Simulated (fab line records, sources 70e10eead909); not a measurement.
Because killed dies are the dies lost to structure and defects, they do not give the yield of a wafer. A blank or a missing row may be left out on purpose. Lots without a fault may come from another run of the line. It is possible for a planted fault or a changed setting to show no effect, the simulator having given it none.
Problem report in the 8D (eight disciplines) form, filled by code | flow nandHarc | the parts of the form that need people (team, actions taken, sign-off) are left out

1. WHAT WENT WRONG
At NHARC_A_SGD_CUT_THK_MEAS_22, thkNm averages 75.2 nm over 3 wafers from 2 lots, while fault-free wafers read 148.1 nm, standard deviation 1.5. Relative to the usual mean, that is a shift of -49 standard deviations.
The step: measures by ellipsometry.
First observed at day 20 09:31: wafer L806.1, on filmMetro-01. At this step, 35 wafers from 12 lots have a number in the record. Rule for "out" (also "out of limits"): further than 4 standard deviations from the usual mean. The rest of the wafers with a number are treated as sound.

2. WHAT THIS IS AND IS NOT
question                    | is                     | is not
which readings at this step | thkNm                  | -
which lots                  | L806, L810             | L803, L816, L817, L818, L820, L821, L822, L823, L825, L826
which wafers of those lots  | L806.1, L806.3, L810.1 | L806.2, L810.4
read on which gauges        | filmMetro-01           | filmMetro-02
when                        | from day 20 09:31      | up to then (4 sound wafers); but 28 sound wafers of L810, L816, L817, L818, L820, L821, L822, L823, L825, L826 came after

3. THE SUSPECTS, EACH WITH WHAT RULES IT OUT
Counting: if a tool at a process step up to the reading ran every lot that is out, it stays a suspect. Sound lots after the first of them don't rule it out here, since some wafers of a struck lot are sound.
- ruled out: the gauge at NHARC_A_SGD_CUT_THK_MEAS_22. All the wafers that are out were read on filmMetro-01, but those of them that NHARC_A_SGD_CUT_CMP_21 has rows for are out there too, on other tools.
- pecvd-03 at NHARC_A_STAIRCASE_DEP_471 (deposits SiO2, target thk 100 nm): kept. It ran every lot that is out, first L806 (day 20 00:17).
- fcvd-01 at NHARC_A_SGD_CUT_DEP_20 (deposits SiO2, target thk 150 nm): kept. It processed each lot that is out (first: L806, day 20 03:00); up to then, its last sound lot is L803 (day 19 18:05).
- cmp-01 at NHARC_A_SGD_CUT_CMP_21 (polishes, target thk 148.19 nm): kept. It ran every lot that is out, first L806 (day 20 09:15). On those wafers its own readings are out: timeToEndpointS.
- Within cmp-01 at NHARC_A_SGD_CUT_CMP_21: the wafers that are out ran in chambers 0, 1, 2; their sound lot-mates ran in chamber 3.
pecvd-03 at NHARC_A_STAIRCASE_DEP_471, fcvd-01 at NHARC_A_SGD_CUT_DEP_20 and cmp-01 at NHARC_A_SGD_CUT_CMP_21 are what is left after counting.

4. THE CAUSE (what the simulator had put in)
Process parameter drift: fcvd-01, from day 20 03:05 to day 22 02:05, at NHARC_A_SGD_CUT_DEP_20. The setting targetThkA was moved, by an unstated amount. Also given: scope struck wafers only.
Counting left 3 suspects, and this tool is among them.

5. SEQUENCE OF EFFECTS, ordered by route
Rows list readings where the struck wafers' mean (over those with a number) sits beyond 3 standard deviations from the usual. Only readings whose record carries a usual standard deviation are examined. hours: median over the lots of the time between each lot's start at the first step of this table that gives one and its start at this step. sigmas: the change, counted in usual standard deviations.
hours | step                        | reading         | usual    | on struck wafers | change | sigmas
0     | NHARC_A_SGD_CUT_CMP_21      | timeToEndpointS | 50.1 s   | 26.4             | -23.7  | -8.8
0     | NHARC_A_SGD_CUT_THK_MEAS_22 | thkNm           | 148.1 nm | 75.2             | -72.9  | -49
Its process steps:
- NHARC_A_SGD_CUT_CMP_21: polishes, target thk 148.19 nm.

6. WHAT WOULD HAVE CAUGHT IT SOONER
In this record the first reading out of limits at a measuring or inspecting step was taken at day 20 09:31, 6 hours after the fault began at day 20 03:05.
L810, from the lots that are out (2), started NHARC_A_SGD_CUT_DEP_20 on fcvd-01 later than day 20 09:31. A hold on the tool at that time would have spared it.
